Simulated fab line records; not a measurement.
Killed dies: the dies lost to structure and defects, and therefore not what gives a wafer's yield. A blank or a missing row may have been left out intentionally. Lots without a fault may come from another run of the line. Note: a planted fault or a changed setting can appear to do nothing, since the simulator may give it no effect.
Split-lot trial | flow n5-finfet | route with 1938 steps; 7 lots, 21 wafers read

== SPLIT DETAILS ==
At N5_DUMMY_GATE_COAT_28 (time 60 s, resist thk 10 nm), the setting spin-rpm was moved away from the recipe's 1500 rpm on 5 of the 21 wafers read, by -8.7% to +8.5%. For the rest of the wafers, this setting stayed at what the recipe calls for.

The reading is taken at the split's own step.

== THE READING ==
underlayer_of_DUMMY_GATE_COAT_28.thk-nm (the simulator's own value, which no gauge read), in nm, at N5_DUMMY_GATE_COAT_28 (time 60 s, resist thk 10 nm). No usual value for it is given in the file.

wafer  | tool, chamber at the split | spin-rpm as run, rpm | against the recipe | underlayer_of_DUMMY_GATE_COAT_28.thk-nm, nm | against lot-mates on the recipe
L074.2 | litho-track-03, 0          | 1500                 | recipe             | 10                                          | -
L074.3 | litho-track-03, 0          | 1500                 | recipe             | 10                                          | -
L074.6 | litho-track-03, 0          | 1369                 | -8.7%              | 10.4                                        | +0.4
L075.2 | litho-track-03, 0          | 1500                 | recipe             | 10                                          | -
L075.3 | litho-track-03, 0          | 1500                 | recipe             | 10                                          | -
L075.6 | litho-track-03, 0          | 1500                 | recipe             | 10                                          | -
L084.1 | litho-track-01, 0          | 1500                 | recipe             | 10                                          | -
L084.5 | litho-track-01, 0          | 1500                 | recipe             | 10                                          | -
L084.6 | litho-track-01, 0          | 1388                 | -7.5%              | 10.4                                        | +0.4
L085.2 | litho-track-01, 0          | 1500                 | recipe             | 10                                          | -
L085.4 | litho-track-01, 0          | 1500                 | recipe             | 10                                          | -
L085.6 | litho-track-01, 0          | 1500                 | recipe             | 10                                          | -
L087.3 | litho-track-03, 0          | 1500                 | recipe             | 10                                          | -
L087.4 | litho-track-03, 0          | 1500                 | recipe             | 10                                          | -
L087.6 | litho-track-03, 0          | 1405                 | -6.3%              | 10.4                                        | +0.4
L088.1 | litho-track-04, 0          | 1628                 | +8.5%              | 9.6                                         | -0.4
L088.3 | litho-track-04, 0          | 1628                 | +8.5%              | 9.6                                         | -0.4
L088.4 | litho-track-04, 0          | 1500                 | recipe             | 10                                          | -
L090.2 | litho-track-01, 0          | 1500                 | recipe             | 10                                          | -
L090.3 | litho-track-01, 0          | 1500                 | recipe             | 10                                          | -
L090.5 | litho-track-01, 0          | 1500                 | recipe             | 10                                          | -

FIT RESULTS
A straight line over all 21 wafers: underlayer_of_DUMMY_GATE_COAT_28.thk-nm changes by -0.0497 nm for each +1% of spin-rpm; r = -0.99; the points scatter about the line by 0.023 nm.
The same after taking each lot's own level away (the mean of its wafers on the recipe; 21 wafers): -0.0497 nm for each +1%; r = -0.99; scatter 0.023 nm.
According to that fit, moving spin-rpm by its largest amount changes the reading by 0.43 nm.
The lots' own levels span 10.00 to 10.00 nm.
Consequently the slope shifts little with the lot-to-lot level, the two slopes agreeing.
Check: with one of the wafers moved furthest among these (-8.7%) left out of the fit, the line predicts +0.456 nm for it against its lot-mates. It came out at +0.4 nm against them.

== THESE WAFERS: OTHER SPLITS ==
Note: prior to the reading, these wafers also went through further splits. Each is held against what the fit with the lots' levels taken away leaves over:
other split on the same wafers | wafers away from the commonest value | r with underlayer_of_DUMMY_GATE_COAT_28.thk-nm (lot level and that fit taken away)
N5_WELL_APT_COAT_02 spin-rpm   | 6                                    | -0.32
N5_WELL_APT_EXPOSE_05 dose-mj  | 7                                    | -0.24

== THE FILE'S OWN FIT ==
underlayer_of_DUMMY_GATE_COAT_28.thk-nm changes by -0.0507 nm for each +1% of spin-rpm, r = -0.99.
